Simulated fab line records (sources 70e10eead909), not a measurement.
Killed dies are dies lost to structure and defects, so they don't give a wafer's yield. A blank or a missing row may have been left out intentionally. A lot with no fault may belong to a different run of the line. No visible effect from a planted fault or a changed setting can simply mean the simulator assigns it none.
What tool caused it? || flow nand_harc || 12 lots, 36 wafers sampled, at 3 steps of a route of 1302

WHAT THE GAUGES SHOWED, per wafer
NHARC_P_M2_OVL_MEAS_10: pitch 340 nm.
{"lot": "L075", "measured": "day 6 15:13", "on": "overlay-01", "overlay_x_nm (nm)": "-0.5 -0.3 -0.3"}
{"lot": "L077", "measured": "day 7 13:11", "on": "overlay-02", "overlay_x_nm (nm)": "0.3 0.2 0.1"}
{"lot": "L078", "measured": "day 8 12:28", "on": "overlay-01", "overlay_x_nm (nm)": "-0.5 -0.9 -0.4"}
{"lot": "L081", "measured": "day 9 17:32", "on": "overlay-01", "overlay_x_nm (nm)": "0.3 0.4 -0.1"}
{"lot": "L083", "measured": "day 10 12:26", "on": "overlay-01", "overlay_x_nm (nm)": "-0.7 -1.2 -0.6"}
{"lot": "L085", "measured": "day 11 03:00", "on": "overlay-02", "overlay_x_nm (nm)": "0.0 -0.2 0.5"}
{"lot": "L087", "measured": "day 11 15:04", "on": "overlay-01", "overlay_x_nm (nm)": "-0.6 -0.3 -0.3"}
{"lot": "L089", "measured": "day 12 13:49", "on": "overlay-02", "overlay_x_nm (nm)": "-0.5 -1.1 -0.5"}
{"lot": "L091", "measured": "day 13 11:51", "on": "overlay-02", "overlay_x_nm (nm)": "1.2 1.1 0.7"}
{"lot": "L093", "measured": "day 14 04:37", "on": "overlay-01", "overlay_x_nm (nm)": "-0.2 0.7 0.8"}
{"lot": "L095", "measured": "day 15 13:52", "on": "overlay-02", "overlay_x_nm (nm)": "-0.1 -0.3 -0.3"}
{"lot": "L097", "measured": "day 16 04:17", "on": "overlay-01", "overlay_x_nm (nm)": "-0.1 -0.1 0.3"}

EACH LOT AND THE TOOL THAT RAN IT (in order: tool; ch and the chambers of the sampled wafers; start)
{"lot": "L075", "NHARC_P_M0_CMP_23": "cmp-04 ch 1,3, day 6 08:34", "NHARC_P_M1_DEGAS_29": "pvd_sputter-03, day 6 11:46"}
{"lot": "L077", "NHARC_P_M0_CMP_23": "cmp-02 ch 0,1,2, day 7 07:07", "NHARC_P_M1_DEGAS_29": "pvd_sputter-02, day 7 10:02"}
{"lot": "L078", "NHARC_P_M0_CMP_23": "cmp-02 ch 0,3, day 8 06:20", "NHARC_P_M1_DEGAS_29": "pvd_sputter-02, day 8 09:26"}
{"lot": "L081", "NHARC_P_M0_CMP_23": "cmp-02 ch 0,1,3, day 9 11:27", "NHARC_P_M1_DEGAS_29": "pvd_sputter-02, day 9 14:28"}
{"lot": "L083", "NHARC_P_M0_CMP_23": "cmp-02 ch 0,1,3, day 10 06:20", "NHARC_P_M1_DEGAS_29": "pvd_sputter-01, day 10 09:25"}
{"lot": "L085", "NHARC_P_M0_CMP_23": "cmp-02 ch 0,1,2, day 10 20:46", "NHARC_P_M1_DEGAS_29": "pvd_sputter-01, day 10 23:49"}
{"lot": "L087", "NHARC_P_M0_CMP_23": "cmp-02 ch 0,2,3, day 11 08:50", "NHARC_P_M1_DEGAS_29": "pvd_sputter-02, day 11 11:53"}
{"lot": "L089", "NHARC_P_M0_CMP_23": "cmp-02 ch 0,3, day 12 07:11", "NHARC_P_M1_DEGAS_29": "pvd_sputter-02, day 12 10:25"}
{"lot": "L091", "NHARC_P_M0_CMP_23": "cmp-02 ch 0,1,3, day 13 05:56", "NHARC_P_M1_DEGAS_29": "pvd_sputter-03, day 13 08:58"}
{"lot": "L093", "NHARC_P_M0_CMP_23": "cmp-02 ch 0,3, day 13 22:29", "NHARC_P_M1_DEGAS_29": "pvd_sputter-01, day 14 01:25"}
{"lot": "L095", "NHARC_P_M0_CMP_23": "cmp-04 ch 1,2,3, day 15 08:02", "NHARC_P_M1_DEGAS_29": "pvd_sputter-03, day 15 10:56"}
{"lot": "L097", "NHARC_P_M0_CMP_23": "cmp-04 ch 0,2,3, day 15 22:24", "NHARC_P_M1_DEGAS_29": "pvd_sputter-02, day 16 01:21"}
- NHARC_P_M0_CMP_23: polishes, t overpolish 20 s, target thk 117.54 nm.
- NHARC_P_M1_DEGAS_29: time 60 s.

THE ANSWER, worked out from the rows above alone
Rule: the lots themselves supply what counts as usual. Put in order of their means at a reading, lots are off if they are a third of the lots or fewer, leave a main group of 4 or more, and stand apart from it by a gap of 3 or more times the standard deviation of the main group's means; of several such gaps the widest counts. Not used: any main group whose means are identical at the precision the tables above print for the reading. A lot without any number at a reading at which 4 lots or more have one is off too. The other lots that the step has rows for count as sound.
No lot is off at any reading shown: from this, nothing can be told.

WHAT THE SIMULATOR HAD INSERTED
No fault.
